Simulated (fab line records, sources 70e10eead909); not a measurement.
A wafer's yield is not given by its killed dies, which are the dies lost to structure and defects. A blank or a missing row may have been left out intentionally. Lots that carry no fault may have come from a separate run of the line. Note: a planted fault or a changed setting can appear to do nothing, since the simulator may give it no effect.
Chamber matching + flow nand harc + rie diel-10 running NHARC_A_STAIRCASE_DESCUM_11: 4 sister chambers
The step chemistry O2, time 3 s. 4 wafers are shown with their chamber, then 8 later ones without.

## WAFERS PAIRED WITH THEIR CHAMBERS
| wafer  | chamber | drypump motor current A (A) |
|--------|---------|-----------------------------|
| L088.5 | 1       | 5.0                         |
| L090.1 | 3       | 6.2                         |
| L090.2 | 2       | 5.7                         |
| L091.1 | 0       | 5.7                         |

## WAFERS WITH NO CHAMBER GIVEN
| wafer  | drypump motor current A (A) |
|--------|-----------------------------|
| L091.3 | 6.2                         |
| L091.4 | 5.8                         |
| L094.3 | 5.7                         |
| L094.4 | 6.2                         |
| L094.6 | 5.7                         |
| L095.1 | 6.2                         |
| L095.2 | 5.7                         |
| L095.4 | 5.1                         |

## THE CHAMBER EACH PASSED THROUGH
| wafer  | from the rows above     | in truth |
|--------|-------------------------|----------|
| L091.3 | 3                       | 3        |
| L091.4 | can't be placed: 0 or 2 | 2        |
| L094.3 | can't be placed: 0 or 2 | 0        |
| L094.4 | 3                       | 3        |
| L094.6 | can't be placed: 0 or 2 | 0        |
| L095.1 | 3                       | 3        |
| L095.2 | can't be placed: 0 or 2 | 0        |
| L095.4 | 1                       | 1        |
Placed correctly: 4 of 8. Not placeable from these rows: 4 (in 4, the candidates include the true chamber). Wrongly placed: 0.
How it was worked out, from the rows above alone: a wafer's distance from a chamber is the root of the sum, over the readings, of the square of ((its reading less the chamber's mean) divided by the reading's scatter). The wafer belongs to the nearest chamber; if the next one is less than 2 further off, it can't be placed. The mean given for a chamber averages the wafers shown for that chamber. The scatter: root of mean squared gap, hidden wafer to nearest shown wafer, with one shown wafer a chamber.
